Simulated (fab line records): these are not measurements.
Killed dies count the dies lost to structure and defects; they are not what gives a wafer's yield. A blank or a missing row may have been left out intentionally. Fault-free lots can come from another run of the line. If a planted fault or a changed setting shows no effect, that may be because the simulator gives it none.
A struck lot beside a sound one ; flow n5_finfet ; 22 out of 1938 route steps
Sound: these wafers, L245.1, L245.3, L245.4. The struck wafers were L242.2, L242.5, L242.6. Last of all comes the cause.
Order at every step that has rows: each side's tool, ch and its chambers, its first start. Under that, the readings that differ: sound wafers ; struck wafers ; difference of the means ; sigmas: that difference in standard deviations of wafers without a fault.
alike: words and numbers the same on both sides, and readings whose means are apart by under 2 such deviations; not compared: readings that were withheld, readings missing a value for some wafer, numbers with overlapping values and no deviation given by the record, and bounds like >300 which may hide the same value.
The two part at a step that has a row with sigmas, a row that says differs or no value, or rows on one side only. Numbers that don't overlap but have no deviation are shown without sigmas and don't part them. A reading missing from all wafers of one side parts the sides only when that side holds two or more wafers.

first, 12 steps without rows for these wafers: N5_BEOL_M2_ANNEAL_87 (time 240 s); N5_BEOL_M2_SPUTTER_88 (material Cu, target thk 4.5 nm, time 8.29 s); N5_BEOL_M2_ANNEAL_89 (time 240 s); N5_BEOL_M2_SPUTTER_90 (material Cu, target thk 4.5 nm, time 8.29 s); N5_BEOL_M2_ANNEAL_91 (time 240 s); N5_BEOL_M2_SPUTTER_92 (material Cu, target thk 4.5 nm, time 8.29 s); N5_BEOL_M2_ANNEAL_93 (time 240 s); N5_BEOL_M2_SPUTTER_94 (material Cu, target thk 4.5 nm, time 8.29 s); N5_BEOL_M2_ANNEAL_95 (time 240 s); N5_BEOL_M2_SPUTTER_96 (material Cu, target thk 4.5 nm, time 8.29 s); N5_BEOL_M2_ECD_50 (material Cu, target thk 300 nm); N5_BEOL_M2_ANNEAL_51 (time 90 s).
N5_BEOL_M2_CMP_52: polishes, stops on SiOC, t overpolish 6.8 s, target thk 40 nm.
  sound on cmp-04 ch 0,2,3, day 11 14:41; struck on cmp-01 ch 0,1,3, day 10 21:49
  no value came back on the struck wafers for any of 5 readings (barrier_field_endpoint_s (s), clearing_platen_down_force_psi (psi) and others); on the sound wafers barrier_field_endpoint_s (s) reads 23.6 25.1 25.7
reading;sound;struck;difference;sigmas
model.Cu_of_BEOL_M2_ECD_50.thk_nm (nm);40.8 40 41;298.6 304.4 302.2;+261.1;
model.SiO2_of_BEOL_M2_PECVD_72.thk_nm (nm);0 0 0;15.6 16 16;+15.9;
model.SiOC_of_BEOL_M2_ILD_DEP_00.thk_nm (nm);74.8 75.4 76.2;78.8 79.8 79.8;+4.0;
N5_BEOL_M2_THK_MEAS_53: measures by xrf.
  struck on film_metro-01, day 10 22:02; sound on film_metro-01, day 11 14:59
reading;sound;struck;difference;sigmas
M2_THK (nm);40.5 39.5 40.5;297.6 304.7 302.9;+261.6;+99 or more
then, 4 steps without rows for these wafers: N5_BEOL_M2_PRE_CLEAN_60 (time 15 s); N5_BEOL_M2_CO_CAP_55 (material Co, precursor CCTBA/H2, target thk 2 nm, time 102.1 s); N5_BEOL_M2_PRE_CLEAN_56 (time 15 s); N5_BEOL_M2_DEP_57 (deposits SiCN from 3MS/NH3, target thk 8 nm, time 14 s).
N5_BEOL_M2_RS_MEAS_58: measurement is done with a four-point probe.
  struck on film_metro-01, day 10 22:18; sound on film_metro-01, day 11 15:16
reading;sound;struck;difference;sigmas
M2_RS (ohm/sq);0.65 0.67 0.65;0.06 0.06 0.06;-0.60;-19
N5_BEOL_M2_INSPECT_59: inspects for defects (darkfield).
  struck on defect_inspect-01, day 10 22:20; sound on defect_inspect-02, day 11 15:18
reading;sound;struck;difference;sigmas
raw_defect_count;85 105 99;6038 5917 5943;+5870;+99 or more
N5_BEOL_M4_RC_MEAS_101:
  the record has rows for the sound wafers here (prober-02 ch 0, day 12 09:46) and none for the struck ones
-- the record jumps here: 6 days lie between the struck wafers' starts before and after (it left off in module BEOL_M4 and takes up again in module PASSIVATION, whose first step shown is number 1936 of the route) --
N5_PASSIVATION_PROBE_49:
  struck on prober-02, day 16 16:20; sound on prober-01, day 16 22:37
reading;sound;struck;difference;sigmas
defect_limited_yield (%);89.5 89.2 93.4;0 0 0;-91;-60
killed_at_M0_to_M3;55 50 19;1100 1100 1090;+1055;+96
killed_dies;124 127 78;1180 1180 1180;+1070;+59
killed_on_rim;16 13 13;152 152 152;+138;+36
sort_n_pass;1056 1053 1102;0 0 0;-1070;-56
sort_yield_pct (%);89.5 89.2 93.4;0 0 0;-91;-57
  alike: killed_at_M4_up, killed_at_contacts, killed_at_front_end, killed_at_other, killed_open, killed_short, sort_bin_5_function, sort_bin_6_memory, sort_bin_8_speed

== WHERE THEY PART ==
Earliest at N5_BEOL_M2_CMP_52; latest, in this record, at N5_PASSIVATION_PROBE_49.

WHY: the cause the simulator had injected
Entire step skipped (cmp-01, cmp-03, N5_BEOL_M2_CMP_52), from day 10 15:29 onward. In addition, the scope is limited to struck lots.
